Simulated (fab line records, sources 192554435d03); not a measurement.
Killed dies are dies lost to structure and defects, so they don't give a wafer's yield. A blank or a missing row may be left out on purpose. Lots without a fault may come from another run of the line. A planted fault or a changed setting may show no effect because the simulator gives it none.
Chamber matching | flow n5_finfet | N5_BEOL_M7_ETCH_65 on rie_diel-05: 4 sister chambers
The step etches SiARC in CF4, target depth 15.6 nm, time 26 s. 8 wafers are shown with their chamber, then 12 later ones without.

WAFERS WITH THEIR CHAMBER
wafer  | chamber | drypump_motor_current_A (A) | showerhead_plenum_p_Torr (Torr)
L082.4 | 2       | 5.7                         | 2.20
L087.3 | 1       | 5.8                         | 2.27
L087.6 | 3       | 5.0                         | 2.09
L089.5 | 0       | 5.6                         | 2.16
L089.6 | 3       | 5.0                         | 2.09
L090.3 | 0       | 5.5                         | 2.16
L090.5 | 2       | 5.7                         | 2.19
L090.6 | 1       | 5.8                         | 2.27

WAFERS WITHOUT THEIR CHAMBER
wafer  | drypump_motor_current_A (A) | showerhead_plenum_p_Torr (Torr)
L094.1 | 5.7                         | 2.19
L094.2 | 5.8                         | 2.27
L094.6 | 5.7                         | 2.19
L093.2 | 5.5                         | 2.16
L093.4 | 5.0                         | 2.09
L093.6 | 5.8                         | 2.26
L095.2 | 5.8                         | 2.26
L095.3 | 5.0                         | 2.08
L095.4 | 5.5                         | 2.16
L096.1 | 5.0                         | 2.08
L096.2 | 5.7                         | 2.19
L096.6 | 5.0                         | 2.08

WHICH CHAMBER EACH WENT THROUGH
wafer  | from the rows above | in truth
L094.1 | 2                   | 2
L094.2 | 1                   | 1
L094.6 | 2                   | 2
L093.2 | 0                   | 0
L093.4 | 3                   | 3
L093.6 | 1                   | 1
L095.2 | 1                   | 1
L095.3 | 3                   | 3
L095.4 | 0                   | 0
L096.1 | 3                   | 3
L096.2 | 2                   | 2
L096.6 | 3                   | 3
Placed correctly: 12 of 12. Can't be placed from these rows: 0. Placed wrongly: 0.
How it was worked out, from the rows above alone: a wafer's distance from a chamber is the root of the sum, over the readings, of the square of ((its reading less the chamber's mean) divided by the reading's scatter). The wafer belongs to the nearest chamber; if the next one is less than 2 further off, it can't be placed. A chamber's mean is the mean of its shown wafers. The scatter: the root of (the sum of the squares of (reading less its chamber's mean) over the shown wafers, divided by (wafers less chambers)).
